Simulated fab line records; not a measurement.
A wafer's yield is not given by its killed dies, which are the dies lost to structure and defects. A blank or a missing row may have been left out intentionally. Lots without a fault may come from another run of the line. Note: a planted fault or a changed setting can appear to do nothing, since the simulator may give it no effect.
Which of the tools did it? ; flow n5 finfet ; 33 wafers from 11 lots sampled at 4 of the route's 1938 steps

## WHAT EACH GAUGE READ, for each wafer
N5_BEOL_M11_CD_MEAS_11: target cd 64.1 nm. Usual: cd nm reads 64.1 nm (standard deviation 0.73).
lot;measured;on;cd nm (nm);flag
L207;day 11 09:55;cd sem-03;64.2 63.4 64.9;
L209;day 12 05:34;cd sem-03;64.4 64.7 64.8;
L211;day 12 06:25;cd sem-02;63.9 63.8 64.9;
L210;day 12 06:31;cd sem-01;63.9 63.9 64.2;
L214;day 12 22:01;cd sem-01;64.7 65.5 63.2;
L215;day 13 01:52;cd sem-02;64.9 63.2 63.2;
L217;day 13 15:54;cd sem-01;63.6 64.5 63.1;
L221;day 14 16:02;cd sem-01;65.1 63.8 63.9;
L224;day 15 10:19;cd sem-03;64.0 64.4 64.4;
L225;day 15 10:34;cd sem-02;64.3 64.1 63.5;
L226;day 16 05:05;cd sem-01;63.4 64.5 64.3;

## TOOL THAT RAN EACH LOT (tool first, then ch and the chambers of the sampled wafers, then the start)
lot;N5_BEOL_M10_ALD_74;N5_BEOL_M10_CMP_52;N5_BEOL_M11_PECVD_70
L207;ald metal-02 ch 1,2, day 11 05:03;cmp-02 ch 0,2,3, day 11 06:22;pecvd-02 ch 1,2, day 11 07:47
L209;ald metal-01 ch 0,2,3, day 12 01:31;cmp-02 ch 0,2, day 12 02:46;pecvd-02 ch 1,2, day 12 03:51
L211;ald metal-01 ch 0,2, day 12 02:26;cmp-01 ch 0,2,3, day 12 04:07;pecvd-03 ch 0,1,2, day 12 05:12
L210;ald metal-02 ch 0,2, day 12 02:35;cmp-01 ch 0,1,3, day 12 04:26;pecvd-04 ch 1,2, day 12 05:28
L214;ald metal-02 ch 0,1,3, day 12 17:53;cmp-04 ch 1,2,3, day 12 19:08;pecvd-04 ch 0,2, day 12 20:11
L215;ald metal-01 ch 0,1, day 12 21:24;cmp-01 ch 0,1, day 12 23:03;pecvd-03 ch 0,1,2, day 13 00:08
L217;ald metal-03 ch 1,2,3, day 13 11:38;cmp-01 ch 1,2,3, day 13 13:08;pecvd-04 ch 0,1,2, day 13 14:16
L221;ald metal-03 ch 2,3, day 14 12:02;cmp-04 ch 1,2,3, day 14 13:16;pecvd-04 ch 0,1,2, day 14 14:47
L224;ald metal-01 ch 1,2,3, day 15 06:03;cmp-04 ch 1,2,3, day 15 07:17;pecvd-03 ch 0,1,2, day 15 08:43
L225;ald metal-02 ch 0,1,2, day 15 06:41;cmp-04 ch 0,2,3, day 15 08:02;pecvd-03 ch 0,1,2, day 15 10:01
L226;ald metal-02 ch 0,3, day 16 00:01;cmp-04 ch 0,2,3, day 16 01:03;pecvd-03 ch 0,1,2, day 16 02:39
- N5_BEOL_M10_ALD_74: deposits TaN, target thk 2 nm, pulse time 2 s, purge time 3 s.
- N5_BEOL_M10_CMP_52: polishes, stops on SiCOH lowk, t overpolish 7 s, target thk 140 nm.
- N5_BEOL_M11_PECVD_70: deposits SiO2 from TEOS/O2, target thk 20 nm, time 22.7 s.

## AS READ BY THE TOOLS THEMSELVES (means over the sampled wafers that have a number; for cases with no such wafer, the mark the record gives instead)
N5_BEOL_M10_ALD_74. Usual: heater power w reads 435 W (standard deviation 42).
lot;tool;heater power w (W);flag
L207;ald metal-02;459;
L209;ald metal-01;429;
L211;ald metal-01;444;
L210;ald metal-02;468;
L214;ald metal-02;449;
L215;ald metal-01;411;
L217;ald metal-03;423;
L221;ald metal-03;414;
L224;ald metal-01;444;
L225;ald metal-02;465;
L226;ald metal-02;463;

N5_BEOL_M10_CMP_52. Usual: barrier field endpoint s 28.9 s, standard deviation 0.82; motor current A 5.9 A, standard deviation 0.75; overpolish run s 6.999 s, standard deviation 0.0096; time to endpoint s 65 s, standard deviation 3.8.
lot;tool;barrier field endpoint s (s);motor current A (A);overpolish run s (s);time to endpoint s (s);flag
L207;cmp-02;28.7;6.6;7.002;65;
L209;cmp-02;28.7;6.2;6.993;64;
L211;cmp-01;28.0;5.5;6.987;66;
L210;cmp-01;29.4;5.9;6.995;66;
L214;cmp-04;28.0;5.5;7.006;61;
L215;cmp-01;29.3;6.3;6.995;67;
L217;cmp-01;28.8;5.4;6.994;64;
L221;cmp-04;28.6;5.6;7.001;61;
L224;cmp-04;28.9;5.4;6.999;62;
L225;cmp-04;28.9;5.7;7.007;64;
L226;cmp-04;28.5;5.9;6.995;61;

N5_BEOL_M11_PECVD_70. Usual: heater power w 704 W, standard deviation 100; showerhead plenum p Torr 8.75 Torr, standard deviation 0.068; susceptor temp C 399.99 C, standard deviation 0.21; throttle valve pct 22.6 %, standard deviation 2.2.
lot;tool;heater power w (W);showerhead plenum p Torr (Torr);susceptor temp C (C);throttle valve pct (%);flag
L207;pecvd-02;784;8.82;399.94;21.4;
L209;pecvd-02;792;8.82;400.05;21.4;
L211;pecvd-03;687;8.69;400.02;23.6;
L210;pecvd-04;589;8.74;399.93;22.1;
L214;pecvd-04;788;8.69;400.14;22.0;
L215;pecvd-03;716;8.71;399.98;23.6;
L217;pecvd-04;611;8.73;385.77;22.2;OFF
L221;pecvd-04;616;8.73;385.61;22.4;OFF
L224;pecvd-03;681;8.70;399.89;23.8;
L225;pecvd-03;683;8.71;399.99;23.6;
L226;pecvd-03;705;8.72;400.08;23.6;

## THE ANSWER, worked out from the rows above alone
Rule: take the mean of a lot's wafers that have a number; if it is more than 3 standard deviations from the usual mean, the lot is off. Also off: a lot with no number at a reading for which 4 or more lots have one. Where the step has rows for the other lots, those lots are counted as sound. After the gauges, taken in route order, come the tools' own readings; for these a lot's mean is taken, as printed above. The first step at which some lot is off is used, and at that step the reading that is off furthest; a lot without a number counts as furthest.
Off: L217, L221 (N5_BEOL_M11_PECVD_70, susceptor temp C).
If a tool, at that step or one of the process steps before it, ran each lot that is off and ran no sound lot following the first of them, it fits. This does not decide it: 2 tools fit, namely ald metal-03 at N5_BEOL_M10_ALD_74 and pecvd-04 at N5_BEOL_M11_PECVD_70.

## WHAT THE SIMULATOR HAD PUT IN
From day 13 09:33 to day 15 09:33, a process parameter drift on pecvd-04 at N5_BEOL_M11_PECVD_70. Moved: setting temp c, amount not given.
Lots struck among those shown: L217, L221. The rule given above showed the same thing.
